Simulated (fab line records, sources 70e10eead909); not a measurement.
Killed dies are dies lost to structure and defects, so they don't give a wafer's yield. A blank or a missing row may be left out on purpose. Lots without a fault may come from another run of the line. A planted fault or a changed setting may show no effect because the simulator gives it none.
Chamber matching | flow nand_harc | NHARC_THIN_TSV_CMP_21 on cmp-02: 4 sister chambers
The step polishes, t overpolish 30 s, target thk 2000 nm. 16 wafers are shown with their chamber, then 8 later ones without.

WAFERS WITH THEIR CHAMBER
wafer  | chamber | motor_current_A (A) | overpolish_run_s (s)
L861.1 | 2       | 11.3                | 29.977
L861.2 | 3       | 12.2                | 30.007
L861.4 | 0       | 12.1                | 30.008
L874.4 | 3       | 12.1                | 29.996
L874.5 | 3       | 12.9                | 29.992
L874.6 | 0       | 12.0                | 30.006
L875.2 | 2       | 11.4                | 30.008
L875.4 | 0       | 12.3                | 29.992
L875.5 | 1       | 12.3                | 29.991
L876.1 | 0       | 12.8                | 30.016
L876.2 | 1       | 11.7                | 29.989
L876.4 | 2       | 11.5                | 30.001
L877.1 | 1       | 12.1                | 29.988
L877.3 | 0       | 12.5                | 30.019
L877.4 | 3       | 12.6                | 29.998
L880.2 | 0       | 12.9                | 30.000

SIGNATURES (means of the wafers above)
reading          | chamber 0 | chamber 1 | chamber 2 | chamber 3 | scatter within a chamber
motor_current_A  | 12.433    | 12.033    | 11.400    | 12.450    | 0.328
overpolish_run_s | 30.00683  | 29.98933  | 29.99533  | 29.99825  | 0.00981
Rule: a wafer's distance from a chamber is the root of the sum, over the readings, of the square of ((its reading less the chamber's mean) divided by the reading's scatter). The wafer belongs to the nearest chamber; if the next one is less than 2 further off, it can't be placed. The scatter: the root of (the sum of the squares of (reading less its chamber's mean) over the shown wafers, divided by (wafers less chambers)).

WAFERS WITHOUT THEIR CHAMBER
wafer  | motor_current_A (A) | overpolish_run_s (s)
L880.3 | 12.2                | 29.997
L880.6 | 11.9                | 30.005
L882.2 | 10.9                | 30.008
L882.4 | 12.2                | 30.012
L882.5 | 12.5                | 29.996
L884.1 | 11.4                | 30.002
L884.3 | 12.2                | 30.006
L884.5 | 12.1                | 30.009

WHICH CHAMBER EACH WENT THROUGH
wafer  | from the rows above               | in truth
L880.3 | can't be placed: 3 or 1 or 0 or 2 | 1
L880.6 | can't be placed: 0 or 1 or 3 or 2 | 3
L882.2 | can't be placed: 2 or 1           | 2
L882.4 | can't be placed: 0 or 3 or 1      | 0
L882.5 | can't be placed: 3 or 0 or 1      | 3
L884.1 | can't be placed: 2 or 1           | 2
L884.3 | can't be placed: 0 or 3 or 1 or 2 | 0
L884.5 | can't be placed: 0 or 3 or 1 or 2 | 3
Placed correctly: 0 of 8. Can't be placed from these rows: 8 (the true chamber is among the candidates in 8). Placed wrongly: 0.
